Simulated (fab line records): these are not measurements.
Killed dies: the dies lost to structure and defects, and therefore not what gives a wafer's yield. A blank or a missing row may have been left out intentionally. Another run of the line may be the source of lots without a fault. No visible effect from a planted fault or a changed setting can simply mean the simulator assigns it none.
Chamber matching + flow nand harc + rie diel-06 running NHARC_P_GATE_DESCUM_61: 4 sister chambers
The step chemistry O2, time 3 s. 22 wafers are shown with their chamber, then 11 later ones without.

== WAFERS, EACH WITH ITS CHAMBER ==
| wafer  | chamber | drypump motor current A (A) | oes product au (a.u.) | rf vpp V (V) |
|--------|---------|-----------------------------|-----------------------|--------------|
| L074.2 | 3       | 6.2                         | 0.974                 | 59.0         |
| L074.3 | 0       | 5.4                         | 1.013                 | 58.7         |
| L074.4 | 2       | 5.8                         | 0.975                 | 57.2         |
| L075.2 | 0       | 5.4                         | 1.014                 | 57.0         |
| L075.3 | 3       | 6.2                         | 0.993                 | 57.2         |
| L075.5 | 3       | 6.2                         | 0.985                 | 56.2         |
| L076.1 | 0       | 5.4                         | 1.011                 | 57.8         |
| L076.5 | 2       | 5.7                         | 0.992                 | 56.8         |
| L076.6 | 0       | 5.4                         | 1.010                 | 59.3         |
| L077.1 | 2       | 5.8                         | 0.997                 | 56.8         |
| L077.5 | 3       | 6.2                         | 0.984                 | 57.1         |
| L077.6 | 2       | 5.8                         | 0.994                 | 58.7         |
| L079.2 | 2       | 5.7                         | 0.998                 | 56.6         |
| L079.4 | 3       | 6.2                         | 0.998                 | 57.5         |
| L079.5 | 0       | 5.4                         | 1.002                 | 56.4         |
| L081.4 | 3       | 6.2                         | 1.000                 | 56.3         |
| L081.5 | 1       | 5.8                         | 1.013                 | 58.7         |
| L081.6 | 0       | 5.4                         | 0.996                 | 56.6         |
| L082.1 | 2       | 5.7                         | 0.995                 | 57.0         |
| L082.4 | 0       | 5.4                         | 0.997                 | 57.2         |
| L082.5 | 2       | 5.7                         | 0.998                 | 56.8         |
| L083.1 | 1       | 5.8                         | 1.020                 | 58.3         |

SIGNATURES (averages over the wafers above)
| reading                 | chamber 0 | chamber 1 | chamber 2 | chamber 3 | scatter within a chamber |
|-------------------------|-----------|-----------|-----------|-----------|--------------------------|
| drypump motor current A | 5.400     | 5.800     | 5.743     | 6.200     | 0.0309                   |
| oes product au          | 1.00614   | 1.01650   | 0.99271   | 0.98900   | 0.00835                  |
| rf vpp V                | 57.571    | 58.500    | 57.129    | 57.217    | 0.925                    |
Rule: a wafer's distance from a chamber is the root of the sum, over the readings, of the square of ((its reading less the chamber's mean) divided by the reading's scatter). The wafer belongs to the nearest chamber; if the next one is less than 2 further off, it can't be placed. The scatter: the root of (the sum of the squares of (reading less its chamber's mean) over the shown wafers, divided by (wafers less chambers)).

== WAFERS WHOSE CHAMBER IS MISSING ==
| wafer  | drypump motor current A (A) | oes product au (a.u.) | rf vpp V (V) |
|--------|-----------------------------|-----------------------|--------------|
| L083.2 | 5.7                         | 0.998                 | 58.1         |
| L083.6 | 5.4                         | 1.008                 | 58.0         |
| L086.1 | 5.8                         | 0.991                 | 57.8         |
| L086.2 | 5.4                         | 1.011                 | 57.6         |
| L086.5 | 5.8                         | 1.003                 | 56.6         |
| L091.1 | 5.8                         | 1.003                 | 58.1         |
| L091.3 | 6.2                         | 0.983                 | 57.9         |
| L091.5 | 5.7                         | 1.004                 | 56.6         |
| L095.1 | 5.8                         | 0.987                 | 59.0         |
| L095.3 | 5.4                         | 1.026                 | 58.1         |
| L095.4 | 6.2                         | 0.971                 | 57.4         |

== WHICH CHAMBER EACH ONE RAN IN ==
| wafer  | from the rows above     | in truth |
|--------|-------------------------|----------|
| L083.2 | 2                       | 2        |
| L083.6 | 0                       | 0        |
| L086.1 | can't be placed: 2 or 1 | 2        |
| L086.2 | 0                       | 0        |
| L086.5 | can't be placed: 2 or 1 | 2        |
| L091.1 | can't be placed: 1 or 2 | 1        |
| L091.3 | 3                       | 3        |
| L091.5 | 2                       | 2        |
| L095.1 | can't be placed: 2 or 1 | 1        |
| L095.3 | 0                       | 0        |
| L095.4 | 3                       | 3        |
Placed correctly: 7 of 11. From these rows, 4 cannot be placed; in 4 the true chamber is one of the candidates. Number placed wrongly: 0.
